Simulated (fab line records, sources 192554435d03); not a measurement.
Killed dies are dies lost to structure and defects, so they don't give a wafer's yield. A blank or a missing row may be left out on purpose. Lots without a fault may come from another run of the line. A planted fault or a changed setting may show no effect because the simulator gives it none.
A struck lot beside a sound one | flow n5_finfet | 22 steps out of a route of 1938
Sound: wafers L916.1, L916.4, L916.5. Struck: wafers L930.1, L930.3, L930.4. The cause comes at the end.
At each step with rows: each side's tool, then ch and its chambers, then its first start. Under that, the readings that differ: sound wafers | struck wafers | difference of the means | sigmas: that difference in standard deviations of wafers without a fault.
alike: readings whose means differ by less than 2 such deviations, and words and numbers that are the same on both sides. not compared: withheld readings, readings that some wafer has no value for, bounds like >300 that may hide the same value, and numbers for which the record gives no deviation and whose values overlap.
The two part at a step that has a row with sigmas, a row that says differs or no value, or rows on one side only. Numbers that don't overlap but have no deviation are shown without sigmas and don't part them. A reading that every wafer of one side lacks parts them only if that side has two wafers or more.

first, 11 steps without rows for these wafers: N5_BEOL_M2_DESCUM_16 (chemistry O2, time 7 s); N5_BEOL_M2_ETCH_74 (etches underlayer in N2/H2, target depth 6.5 nm, time 5.2 s); N5_BEOL_M2_ETCH_63 (etches SiARC in CF4, target depth 15.6 nm, time 26 s); N5_BEOL_M2_ETCH_64 (etches SOC in N2/H2, target depth 75 nm, overetch 22.5 nm, time 121.9 s); N5_BEOL_M2_STRIP_65 (strips in N2/H2); N5_BEOL_M2_STRIP_75 (strips in N2/H2); N5_BEOL_M2_STRIP_66 (strips in CF4); N5_BEOL_M2_HM_OPEN_17 (chemistry Cl2/BCl3, target TiN, target depth 20 nm, overetch 6 nm); N5_BEOL_M2_STRIP_19 (strips in O2); N5_BEOL_M2_COAT_67 (time 60 s, resist thk 60 nm); N5_BEOL_M2_COAT_68 (time 60 s, resist thk 12 nm).
N5_BEOL_M2_COAT_76: time 60 s, resist thk 5 nm.
  sound on litho_track-02 ch 0, day 6 17:10; struck on litho_track-02 ch 0, day 10 22:31
  reading                  | sound                | struck               | difference | sigmas
  heater_power_total_W (W) | 390.1 393.2 391.4    | 349.6 354.0 351.0    | -40.0      | -33
  plate_temp_C (C)         | 204.92 205.01 205.05 | 188.14 187.94 188.05 | -16.95     | -99 or more
then, 7 steps without rows for these wafers: N5_BEOL_M2_COAT_22 (resist thk 30 nm); N5_BEOL_M2_EBR_24; N5_BEOL_M2_SOFTBAKE_23 (time 60 s); N5_BEOL_M2_EXPOSE_25 (exposes mask V1, defocus 5 nm); N5_BEOL_M2_PEB_26 (peb time 60 s); N5_BEOL_M2_DEVELOP_27 (develop time 30 s); N5_BEOL_M2_DESCUM_33 (chemistry O2, time 7 s).
N5_BEOL_M2_ETCH_77: etches underlayer in N2/H2, target depth 6.5 nm, time 5.2 s.
  sound on rie_diel-02 ch 1,3, day 6 17:43; struck on rie_diel-04 ch 1,2,3, day 11 00:28
  reading                  | sound             | struck            | difference | sigmas
  rf_vpp_V (V)             | 523.8 528.6 530.6 | 524.2 526.4 520.0 | -4.1       | -2
  model.etch.depth_nm (nm) | 4.997 4.996 5.013 | 5.064 5.064 5.07  | +0.064     |
  alike: drypump_motor_current_A, etch_rf_on_time_s, oes_product_au, showerhead_plenum_p_Torr, throttle_valve_pct
  not compared: rf_hours_counter_h
then, 1 step without rows for these wafers: N5_BEOL_M2_ETCH_69 (etches SiARC in CF4, target depth 15.6 nm, time 26 s).
N5_BEOL_M4_RC_MEAS_101:
  sound on prober-02 ch 0, day 8 05:33; struck on prober-02 ch 0, day 12 07:55
  reading        | sound             | struck            | difference | sigmas
  DIBL_N (mV/V)  | 35.1 34.5 37.4    | 38.6 38.8 38.8    | +3.1       | +2
  DIBL_P (mV/V)  | 33.4 33.2 37.0    | 38.0 38.8 38.2    | +3.8       | +3
  IOFF_P (nA/um) | 0.177 0.177 0.226 | 0.249 0.260 0.236 | +0.055     | +2
  alike: IOFF_N, ION_N, ION_P, SS_N, SS_P, VT_N, VT_P

WHERE THEY PART
First at N5_BEOL_M2_COAT_76; last, within this record, at N5_BEOL_M4_RC_MEAS_101.

WHY: what the simulator had put in
Process parameter drift: litho_track-02, from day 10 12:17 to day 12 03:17, at N5_BEOL_M2_COAT_76. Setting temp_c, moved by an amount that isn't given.
